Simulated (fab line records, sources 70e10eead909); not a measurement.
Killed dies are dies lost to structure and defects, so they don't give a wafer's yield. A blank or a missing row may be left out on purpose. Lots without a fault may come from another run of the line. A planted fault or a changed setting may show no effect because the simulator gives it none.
Chamber matching | flow nand_harc | NHARC_P_BONDPAD_ACTIVATE_29 on rie_diel-04: 4 sister chambers
The step chemistry N2, time 60 s. 4 wafers are shown with their chamber, then 7 later ones without.

WAFERS WITH THEIR CHAMBER
wafer  | chamber | drypump_motor_current_A (A)
L075.6 | 0       | 5.9
L085.5 | 2       | 6.2
L091.2 | 1       | 5.2
L091.3 | 3       | 4.9

WAFERS WITHOUT THEIR CHAMBER
wafer  | drypump_motor_current_A (A)
L091.4 | 5.9
L093.1 | 4.9
L093.2 | 5.1
L093.3 | 6.2
L093.4 | 5.9
L093.5 | 4.9
L093.6 | 6.2

WHICH CHAMBER EACH WENT THROUGH
wafer  | from the rows above | in truth
L091.4 | 0                   | 0
L093.1 | 3                   | 3
L093.2 | 1                   | 1
L093.3 | 2                   | 2
L093.4 | 0                   | 0
L093.5 | 3                   | 3
L093.6 | 2                   | 2
Placed correctly: 7 of 7. Can't be placed from these rows: 0. Placed wrongly: 0.
How it was worked out, from the rows above alone: a wafer's distance from a chamber is the root of the sum, over the readings, of the square of ((its reading less the chamber's mean) divided by the reading's scatter). The wafer belongs to the nearest chamber; if the next one is less than 2 further off, it can't be placed. A chamber's mean is the mean of its shown wafers. The scatter: with one shown wafer a chamber, the root of the mean of the squares of how far each hidden wafer lies from its nearest shown one.
